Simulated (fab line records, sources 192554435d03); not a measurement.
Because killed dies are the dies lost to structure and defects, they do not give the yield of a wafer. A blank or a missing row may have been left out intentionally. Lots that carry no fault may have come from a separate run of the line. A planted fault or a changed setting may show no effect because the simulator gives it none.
Comparing a struck lot with a sound one | flow n5-finfet | 15 steps out of a route of 1938
Sound: these wafers, L271.1, L271.4, L271.5. Struck: wafer L278.2 (left out: L278.3, a lot-mate that was not struck); the cause follows at the end.
Per side, at each step with rows, come the tool, then ch with its chambers, and then its first start. Under that, the readings that differ: sound wafers | struck wafers | difference of the means | sigmas: that difference in standard deviations of wafers without a fault.
alike: same words and numbers on both sides, and readings whose means sit less than 2 such deviations apart. not compared: any withheld reading, any reading some wafer has no value for, any bound like >300 that may hide the same value, and any number with overlapping values for which the record gives no deviation.
A row with sigmas, a row that says differs or no value, or rows on one side alone: a step with any of these is where the two part. Numbers that have no deviation but don't overlap get no sigmas and don't part them. Lack of a reading on every wafer of one side parts them only where that side has two or more wafers.

first, 1 step without rows for these wafers: N5_BEOL_M4_DEVELOP_27 (develop time 30 s).
N5_BEOL_M4_CD_MEAS_28: target cd 26.2 nm, target cd y 24.1 nm.
  sound on cd-sem-03 ch 0, day 9 02:58; struck on cd-sem-02 ch 0, day 11 04:15
  alike: cd-nm
N5_BEOL_M4_OVL_MEAS_29:
  sound on overlay-01 ch 0, day 9 02:59; struck on overlay-02 ch 0, day 11 04:17
  alike: V3_OVL
N5_BEOL_M4_INSPECT_30: inspects for defects (brightfield).
  sound on defect-inspect-01 at day 9 03:03; struck on defect-inspect-02 at day 11 04:20
  alike: raw-defect-count
N5_BEOL_M4_DESCUM_33: chemistry O2, time 7 s.
  sound on rie-diel-04 ch 2,3, day 9 03:07; struck on rie-diel-05 ch 0, day 11 04:26
  alike: drypump-motor-current-A, oes-product-au, rf-vpp-V, showerhead-plenum-p-Torr, throttle-valve-pct
  not compared: rf-hours-counter-h
N5_BEOL_M4_ETCH_77: etches underlayer in N2/H2, target depth 6.5 nm, time 5.2 s.
  sound on rie-diel-04 ch 2,3, day 9 03:10; struck on rie-diel-05 ch 0, day 11 04:28
  alike: bias-w, drypump-motor-current-A, etch-rf-on-time-s, oes-product-au, rf-vpp-V, showerhead-plenum-p-Torr, throttle-valve-pct
  not compared: rf-hours-counter-h
N5_BEOL_M4_ETCH_69: etches SiARC in CF4, target depth 15.6 nm, time 26 s.
  sound on rie-diel-04 ch 2,3, day 9 03:11; struck on rie-diel-05 ch 0, day 11 04:29
  reading      | sound             | struck | difference | sigmas
  rf-vpp-V (V) | 185.2 184.8 184.3 | 181.9  | -2.9       | -2
  alike: bias-w, drypump-motor-current-A, etch-rf-on-time-s, oes-product-au, showerhead-plenum-p-Torr, throttle-valve-pct
  not compared: rf-hours-counter-h
then, 1 step without rows for these wafers: N5_BEOL_M4_ALD_98 (deposits SiO2, target thk 2.5 nm, pulse time 1 s, co reactant pulse time 1 s).
N5_BEOL_M4_ETCHBACK_99: etches SiO2 in CHF3, target depth 5 nm, time 10.4 s.
  sound on rie-diel-02 ch 1,3, day 9 16:41; struck on rie-diel-02 ch 0, day 11 13:02
  reading               | sound          | struck | difference | sigmas
  oes-product-au (a.u.) | 0.70 0.70 0.70 | 0.94   | +0.24      | +3
  alike: bias-w, drypump-motor-current-A, rf-vpp-V, showerhead-plenum-p-Torr, throttle-valve-pct
  not compared: rf-hours-counter-h
N5_BEOL_M4_ETCH_70: etches SOC in N2/H2, target depth 80 nm, overetch 24 nm, time 130 s.
  sound on rie-diel-02 ch 1,3, day 9 16:43; struck on rie-diel-02 ch 0, day 11 13:05
  reading                | sound             | struck | difference | sigmas
  oes-product-au (a.u.)  | 0.53 0.52 0.51    | 0.69   | +0.17      | +3
  throttle-valve-pct (%) | 18.08 18.08 17.98 | 17.37  | -0.68      | -2
  alike: bias-w, drypump-motor-current-A, rf-vpp-V, showerhead-plenum-p-Torr
  not compared: rf-hours-counter-h
then, 2 steps without rows for these wafers: N5_BEOL_M4_STRIP_71 (strips in N2/H2); N5_BEOL_M4_STRIP_78 (strips in N2/H2).
N5_BEOL_M4_VIA_ETCH_34: etches the open film in C4F6/O2, target depth 69.4 nm, time 65.9 s.
  sound on rie-diel-02 ch 1,3, day 9 16:50; struck on rie-diel-02 ch 0, day 11 13:11
  reading                                  | sound             | struck | difference | sigmas
  oes-product-au (a.u.)                    | 0.69 0.69 0.70    | 1.33   | +0.64      | +7
  model.etch.depth-nm (nm)                 | 65.82 65.54 70.38 | 116.5  | +49.3      |
  model.SOC_of_BEOL_M4_COAT_67.thk-nm (nm) | 52.8 52.6 52.2    | 46.2   | -6.3       |
  alike: bias-w, drypump-motor-current-A, rf-vpp-V, showerhead-plenum-p-Torr, throttle-valve-pct
  not compared: rf-hours-counter-h
then, 1 step without rows for these wafers: N5_BEOL_M4_STRIP_83 (strips in C4F6/O2).
N5_BEOL_M4_RC_MEAS_101:
  sound on prober-02 ch 0, day 9 21:05; struck on prober-02 ch 0, day 11 17:26
  alike: DIBL_N, DIBL_P, IOFF_N, IOFF_P, ION_N, ION_P, SS_N, SS_P, VT_N, VT_P

== WHERE THEY PART ==
At N5_BEOL_M4_ETCH_69 first; at N5_BEOL_M4_VIA_ETCH_34 last (within this record only). Later steps at which nothing parts them and some readings are alike: N5_BEOL_M4_RC_MEAS_101.

WHY: whatever the simulator had introduced
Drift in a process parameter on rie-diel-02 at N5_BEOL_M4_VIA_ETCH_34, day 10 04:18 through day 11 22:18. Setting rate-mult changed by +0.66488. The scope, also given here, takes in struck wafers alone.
